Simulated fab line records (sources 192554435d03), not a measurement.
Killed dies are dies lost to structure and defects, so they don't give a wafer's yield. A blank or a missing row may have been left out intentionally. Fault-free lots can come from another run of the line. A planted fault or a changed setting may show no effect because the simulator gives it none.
Chamber matching	flow n5 finfet	N5_MOL_CONTACT_COAG_VIA_ETCH_117 on rie diel-06: 4 sister chambers
The step etches SiO2 in C4F6/O2, target depth 40 nm, overetch 8 nm, time 26 s. 8 wafers are shown with their chamber, then 10 later ones without.

== WAFERS PAIRED WITH THEIR CHAMBERS ==
wafer	chamber	drypump motor current A (A)	rf vpp V (V)
L085.1	1	4.8	1635
L085.6	2	5.4	1588
L087.4	0	6.2	1563
L090.3	0	6.2	1564
L090.4	3	6.6	1591
L090.5	1	4.9	1633
L092.1	2	5.4	1586
L092.2	3	6.6	1591

== WAFERS WITHOUT THEIR CHAMBER ==
wafer	drypump motor current A (A)	rf vpp V (V)
L092.3	4.8	1635
L095.2	6.2	1563
L095.3	5.4	1586
L095.4	6.2	1562
L097.2	5.5	1588
L097.4	6.6	1590
L097.5	4.9	1633
L096.1	6.7	1591
L096.2	4.8	1634
L096.4	6.2	1562

== CHAMBER TAKEN BY EACH ==
wafer	from the rows above	in truth
L092.3	1	1
L095.2	0	0
L095.3	2	2
L095.4	0	0
L097.2	2	2
L097.4	3	3
L097.5	1	1
L096.1	3	3
L096.2	1	1
L096.4	0	0
10 of 10 placed correctly. Can't be placed from these rows: 0. Number placed wrongly: 0.
How it was worked out, from the rows above alone: a wafer's distance from a chamber is the root of the sum, over the readings, of the square of ((its reading less the chamber's mean) divided by the reading's scatter). If the next closest chamber is less than 2 further off than the closest, the wafer can't be placed; otherwise it belongs to the closest. For every chamber, the mean is computed from those of its wafers that are shown. The scatter: take each reading less its chamber's mean, square it, sum over the shown wafers, divide by the number of wafers less the number of chambers, and take the root.
